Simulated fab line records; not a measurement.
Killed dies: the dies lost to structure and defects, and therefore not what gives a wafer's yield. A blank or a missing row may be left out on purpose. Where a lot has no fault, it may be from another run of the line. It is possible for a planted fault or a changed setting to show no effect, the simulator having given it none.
Which tool did it? -- flow nand harc -- 12 lots, 36 wafers sampled, at 5 steps of a route of 1302

== WHAT THE GAUGES READ, wafer by wafer ==
NHARC_A_ONON_D1_THK_MEAS_18: measures by ellipsometry.
lot,measured,on,thk nm (nm)
L614,day 8 05:20,film metro-01,991 993 992
L615,day 8 14:40,film metro-02,1003 1001 1002
L616,day 8 23:42,film metro-01,1002 1003 1001
L617,day 9 09:01,film metro-02,1016 1016 1015
L619,day 10 11:59,film metro-01,999 999 1001
L620,day 11 01:05,film metro-01,1012 1013 1012
L621,day 11 01:05,film metro-02,1006 1004 1005
L625,day 12 19:03,film metro-01,1008 1009 1010
L631,day 15 01:24,film metro-01,974 972 973
L632,day 15 20:21,film metro-02,987 988 988
L635,day 16 13:40,film metro-01,997 997 1001
L637,day 17 15:07,film metro-01,1027 1024 1026

NHARC_A_ONON_D1_THK_MEAS_27: measures by ellipsometry.
lot,measured,on,thk nm (nm)
L614,day 8 07:02,film metro-02,1004 1006 1005
L615,day 8 16:23,film metro-02,1003 1005 1006
L616,day 9 01:25,film metro-01,991 989 991
L617,day 9 10:44,film metro-02,1004 1003 1003
L619,day 10 13:41,film metro-02,964 966 966
L620,day 11 02:47,film metro-01,987 986 987
L621,day 11 02:47,film metro-02,990 991 991
L625,day 12 20:45,film metro-02,987 987 986
L631,day 15 03:05,film metro-01,1003 1003 1002
L632,day 15 22:02,film metro-02,987 988 989
L635,day 16 15:22,film metro-01,1011 1009 1008
L637,day 17 16:49,film metro-02,998 995 997

NHARC_A_ONON_D1_THK_MEAS_30: measures by ellipsometry.
lot,measured,on,thk nm (nm)
L614,day 8 07:37,film metro-02,1010 1011 1009
L615,day 8 16:58,film metro-01,998 999 999
L616,day 9 01:58,film metro-02,996 997 996
L617,day 9 11:17,film metro-02,995 994 995
L619,day 10 14:15,film metro-02,1008 1011 1010
L620,day 11 03:21,film metro-01,1005 1005 1003
L621,day 11 03:21,film metro-02,994 995 992
L625,day 12 21:19,film metro-01,867 869 867 868 867 869
L631,day 15 03:40,film metro-01,1008 1009 1008
L632,day 15 22:37,film metro-02,886 883 884 884 883 883
L635,day 16 15:56,film metro-01,988 987 987
L637,day 17 17:23,film metro-01,1006 1006 1004

== WHAT TOOL EACH LOT RAN ON (gives the tool, then ch and the chambers of the sampled wafers, and finally the start) ==
lot,NHARC_A_ZERO_WELL_ETCH_13,NHARC_A_ONON_D1_DEP_28
L614,"rie si-04 ch 0,1,3, day 6 16:58","pecvd onon-02 ch 0, day 8 07:12"
L615,"rie si-04 ch 0,1, day 7 06:32","pecvd onon-01 ch 0, day 8 16:26"
L616,"rie si-05 ch 0,1,2, day 7 13:45","pecvd onon-01 ch 0, day 9 01:31"
L617,"rie si-05 ch 0,1,2, day 8 01:08","pecvd onon-03 ch 0, day 9 10:50"
L619,"rie si-03 ch 1,2,3, day 9 01:00","pecvd onon-02 ch 0, day 10 13:44"
L620,"rie si-03 ch 0,1, day 9 14:31","pecvd onon-01 ch 0, day 11 02:54"
L621,"rie si-05 ch 0,2,3, day 9 15:12","pecvd onon-03 ch 0, day 11 02:53"
L625,"rie si-04 ch 1,2,3, day 11 11:55","pecvd onon-03 ch 0, day 12 20:52"
L631,"rie si-03 ch 0,1, day 13 17:29","pecvd onon-01 ch 0, day 15 03:13"
L632,"rie si-05 ch 1,2,3, day 14 07:04","pecvd onon-03 ch 0, day 15 22:06"
L635,"rie si-05 ch 2,3, day 15 07:15","pecvd onon-01 ch 0, day 16 15:29"
L637,"rie si-04 ch 2,3, day 16 04:39","pecvd onon-02 ch 0, day 17 16:52"
- NHARC_A_ZERO_WELL_ETCH_13: etches the open film in HBr/Cl2, target depth 120 nm, time 40.1 s.
- NHARC_A_ONON_D1_DEP_28: target thk 1000 nm.

== AS READ BY THE TOOLS THEMSELVES (means over the sampled wafers that have a number; for cases with no such wafer, the mark the record gives instead) ==
NHARC_A_ZERO_WELL_ETCH_13.
lot,tool,drypump motor current A (A),oes product au (a.u.),throttle valve pct (%)
L614,rie si-04,5.8,1.006,26.395
L615,rie si-04,5.3,1.004,26.404
L616,rie si-05,5.3,0.987,26.408
L617,rie si-05,5.4,0.992,26.399
L619,rie si-03,5.3,0.997,26.409
L620,rie si-03,5.8,1.003,26.406
L621,rie si-05,5.1,0.997,26.405
L625,rie si-04,6.0,1.022,26.409
L631,rie si-03,5.8,0.992,26.419
L632,rie si-05,5.4,1.001,26.412
L635,rie si-05,5.2,1.012,26.399
L637,rie si-04,5.9,1.003,26.408

NHARC_A_ONON_D1_DEP_28.
lot,tool,susceptor temp C (C)
L614,pecvd onon-02,400.21
L615,pecvd onon-01,399.90
L616,pecvd onon-01,399.66
L617,pecvd onon-03,399.76
L619,pecvd onon-02,400.13
L620,pecvd onon-01,400.06
L621,pecvd onon-03,399.84
L625,pecvd onon-03,400.01
L631,pecvd onon-01,400.03
L632,pecvd onon-03,400.09
L635,pecvd onon-01,399.98
L637,pecvd onon-02,399.97

== THE ANSWER, worked out from the rows above alone ==
Rule: usual is defined by the lots themselves. Put in order of their means at a reading, lots are off if they are a third of the lots or fewer, leave a main group of 4 or more, and stand apart from it by a gap of 3 or more times the standard deviation of the main group's means; of several such gaps the widest counts. If all means in a main group match to the digits the tables above print for the reading, that group is not used. A lot without any number at a reading at which 4 lots or more have one is off too. Any other lot the step has rows for is counted as sound. The gauges are gone through in route order, then the tools' own readings, and for those a lot's mean is taken as printed above. The first step at which some lot is off is used, and at that step the reading that is off furthest; a lot without a number counts as furthest.
Off at NHARC_A_ONON_D1_THK_MEAS_30 (thk nm): L625, L632. For the main group the mean is 1001 nm and the standard deviation 7.4.
If a tool, at a process step before that reading, ran all the lots that are off and no sound lot after the first of them, it fits. The gauges at NHARC_A_ONON_D1_THK_MEAS_30 are tried like those tools. One candidate fits, namely pecvd onon-03 at NHARC_A_ONON_D1_DEP_28. Its last sound lot is L621 (day 11 02:53), its first lot that is off L625 (day 12 20:52): a fault that began between those two fits.

== WHAT WAS PUT IN BY THE SIMULATOR ==
Site profile drift: pecvd onon-03, from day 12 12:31 on, at NHARC_A_ONON_D1_DEP_28. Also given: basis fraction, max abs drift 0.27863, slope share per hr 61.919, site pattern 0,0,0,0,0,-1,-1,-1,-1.
Struck lots among those shown: L625, L632. The same result came from the rule above.
